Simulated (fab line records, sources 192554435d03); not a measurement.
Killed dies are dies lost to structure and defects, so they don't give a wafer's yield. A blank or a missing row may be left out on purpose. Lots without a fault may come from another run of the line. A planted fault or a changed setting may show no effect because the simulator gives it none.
Which tool did it? | flow n5_finfet | 11 lots, 33 wafers sampled, at 2 steps of a route of 1938

WHAT THE GAUGES READ, wafer by wafer
N5_PASSIVATION_CD_MEAS_30: target cd 4000 nm. Usual: cd_nm 3999.4 nm, standard deviation 1.9.
lot  | measured     | on        | cd_nm (nm)           | flag
L987 | day 12 02:20 | cd_sem-02 | 4003.8 3997.2 3999.5 |
L990 | day 12 23:19 | cd_sem-03 | 3996.9 3998.8 4000.2 |
L992 | day 13 06:04 | cd_sem-03 | 3999.2 4000.2 3999.8 |
L997 | day 15 00:03 | cd_sem-02 | 4002.0 4001.0 3997.0 |
L998 | day 15 05:55 | cd_sem-01 | 3999.8 3996.0 4001.0 |
L999 | day 14 23:41 | cd_sem-03 | 3999.9 3999.5 3999.3 |
L100 | day 15 16:06 | cd_sem-01 | 3998.5 3999.6 3999.2 |
L101 | day 15 23:59 | cd_sem-02 | 3998.2 3996.6 3998.6 |
L103 | day 16 02:46 | cd_sem-01 | 3997.4 3997.2 3998.7 |
L106 | day 16 15:07 | cd_sem-01 | 3995.6 3998.3 3998.3 |
L989 | day 17 19:03 | cd_sem-02 | 4000.4 3999.3 4000.0 |

WHICH TOOL RAN EACH LOT (tool, then ch and the chambers of the sampled wafers, then the start)
lot  | N5_BEOL_M1_SPUTTER_79
L987 | pvd_sputter-02, day 6 15:55
L990 | pvd_sputter-02, day 6 22:05
L992 | pvd_sputter-02, day 7 13:50
L997 | pvd_sputter-03, day 8 19:33
L998 | pvd_sputter-03, day 9 02:22
L999 | pvd_sputter-01, day 9 08:54
L100 | pvd_sputter-03, day 9 12:26
L101 | pvd_sputter-03, day 9 20:11
L103 | pvd_sputter-03, day 10 05:14
L106 | pvd_sputter-01, day 11 02:28
L989 | pvd_sputter-02, day 11 09:37
- N5_BEOL_M1_SPUTTER_79: material Cu, target thk 4.5 nm, time 8.29 s.

WHAT THE TOOLS THEMSELVES READ (means of the sampled wafers that have a number; where no wafer has one, the mark that the record gives instead)
N5_BEOL_M1_SPUTTER_79. Usual: chuck_sensor_temp_C -15.9 C, standard deviation 0.54; substrate_temp_c -20.02 C, standard deviation 0.11; throttle_valve_pct 29.5 %, standard deviation 1.2.
lot  | tool           | chuck_sensor_temp_C (C) | substrate_temp_c (C) | throttle_valve_pct (%) | flag
L987 | pvd_sputter-02 | -16.0                   | -20.09               | 30.3                   |
L990 | pvd_sputter-02 | -16.1                   | -19.96               | 29.8                   |
L992 | pvd_sputter-02 | -15.9                   | -19.95               | 29.7                   |
L997 | pvd_sputter-03 | -15.8                   | -20.04               | 28.2                   |
L998 | pvd_sputter-03 | -15.4                   | -19.95               | 29.3                   |
L999 | pvd_sputter-01 | -16.0                   | -20.05               | 29.1                   |
L100 | pvd_sputter-03 | -15.8                   | -19.95               | 28.1                   |
L101 | pvd_sputter-03 | -16.2                   | -20.06               | 28.6                   |
L103 | pvd_sputter-03 | -15.8                   | -20.00               | 29.0                   |
L106 | pvd_sputter-01 | -15.5                   | -20.08               | 29.7                   |
L989 | pvd_sputter-02 | -16.2                   | -20.03               | 30.3                   |

THE ANSWER, worked out from the rows above alone
Rule: a lot is off if the mean of its wafers that have a number lies more than 3 standard deviations from the usual mean. A lot without any number at a reading at which 4 lots or more have one is off too. The other lots that the step has rows for count as sound. The gauges are gone through in route order, then the tools' own readings, and for those a lot's mean is taken as printed above. The first step at which some lot is off is used, and at that step the reading that is off furthest; a lot without a number counts as furthest.
No lot is off at any reading shown: from this, nothing can be told.

WHAT THE SIMULATOR HAD PUT IN
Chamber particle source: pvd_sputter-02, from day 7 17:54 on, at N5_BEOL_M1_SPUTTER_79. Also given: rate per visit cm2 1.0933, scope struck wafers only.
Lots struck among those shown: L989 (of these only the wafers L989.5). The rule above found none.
